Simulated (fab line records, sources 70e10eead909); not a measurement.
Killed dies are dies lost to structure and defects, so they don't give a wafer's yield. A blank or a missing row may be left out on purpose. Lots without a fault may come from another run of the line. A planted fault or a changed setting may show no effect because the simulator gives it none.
A struck lot beside a sound one | flow nand_harc | 17 steps out of a route of 1159
Sound: wafers L664.1, L664.3, L664.4. Struck: wafers L679.2, L679.4, L679.5. The cause comes at the end.
At each step with rows: each side's tool, then ch and its chambers, then its first start. Under that, the readings that differ: sound wafers | struck wafers | difference of the means | sigmas: that difference in standard deviations of wafers without a fault.
alike: readings whose means differ by less than 2 such deviations, and words and numbers that are the same on both sides. not compared: withheld readings, readings that some wafer has no value for, bounds like >300 that may hide the same value, and numbers for which the record gives no deviation and whose values overlap.
The two part at a step that has a row with sigmas, a row that says differs or no value, or rows on one side only. Numbers that don't overlap but have no deviation are shown without sigmas and don't part them. A reading that every wafer of one side lacks parts them only if that side has two wafers or more.

NHARC_A_WL_FILL_INSPECT_15:
  sound on defect_inspect-02, day 16 14:54; struck on defect_inspect-02, day 20 06:11
  alike: raw_defect_count
NHARC_A_CONTACT_DEP_24: deposits SiO2, target thk 500 nm.
  sound on pecvd-01 ch 0,2, day 16 14:58; struck on pecvd-03 ch 0,1, day 20 06:19
  reading                  | sound       | struck      | difference | sigmas
  heater_power_outer_w (W) | 402 350 376 | 269 164 249 | -149       | -2
  alike: heater_power_w, throttle_valve_pct
NHARC_A_CONTACT_DEP_28: deposits aC, target thk 3600 nm.
  sound on acl_dep-02 ch 0, day 16 16:49; struck on acl_dep-03 ch 0, day 20 10:15
  alike: throttle_valve_pct
NHARC_A_CONTACT_DEP_29: deposits SiON, target thk 70 nm.
  sound on pecvd-01 ch 0,2, day 16 19:02; struck on pecvd-03 ch 0,1,2, day 20 12:13
  alike: heater_power_outer_w, heater_power_w
then, 7 steps without rows for these wafers: NHARC_A_CONTACT_DEHYDRATE_32 (time 120 s); NHARC_A_CONTACT_HMDS_33 (time 30 s); NHARC_A_CONTACT_COAT_34 (time 75 s); NHARC_A_CONTACT_COAT_35 (time 65 s); NHARC_A_CONTACT_COAT_36 (resist thk 90 nm); NHARC_A_CONTACT_SOFTBAKE_37 (time 55 s); NHARC_A_CONTACT_EBR_38.
NHARC_A_CONTACT_EXPOSE_39: exposes mask A CC 3.
  sound on arfi_scanner-03 ch 0, day 16 19:37; struck on arfi_scanner-03 ch 0, day 20 12:46
  reading              | sound             | struck            | difference | sigmas
  exposure_dose_mJ_cm2 | 58.77 58.88 58.84 | 72.23 72.21 72.25 | +13.40     | +99 or more
  alike: mask
then, 2 steps without rows for these wafers: NHARC_A_CONTACT_PEB_40 (peb time 65 s); NHARC_A_CONTACT_DEVELOP_41 (develop time 35 s).
NHARC_A_CONTACT_CD_MEAS_42: target cd 200 nm.
  sound on cd_sem-01 ch 0, day 16 19:46; struck on cd_sem-02 ch 0
  reading    | sound             | struck            | difference | sigmas
  cd_nm (nm) | 200.3 199.9 199.2 | 210.5 210.5 210.1 | +10.6      | +22
  not compared: hold
NHARC_A_CONTACT_OVL_MEAS_43:
  sound on overlay-02, day 16 19:51; struck on overlay-01, day 20 16:37
  reading | sound | struck                                                                     | difference                   | sigmas
  hold    | - - - | await_dispo/3.4h/release await_dispo/3.4h/release await_dispo/3.4h/release | no value on the sound wafers |
  alike: overlay_x_nm, overlay_y_nm
then, 1 step without rows for these wafers: NHARC_END_SORT_01.

WHERE THEY PART
First at NHARC_A_CONTACT_DEP_24; last, within this record, at NHARC_A_CONTACT_OVL_MEAS_43.

WHY: what the simulator had put in
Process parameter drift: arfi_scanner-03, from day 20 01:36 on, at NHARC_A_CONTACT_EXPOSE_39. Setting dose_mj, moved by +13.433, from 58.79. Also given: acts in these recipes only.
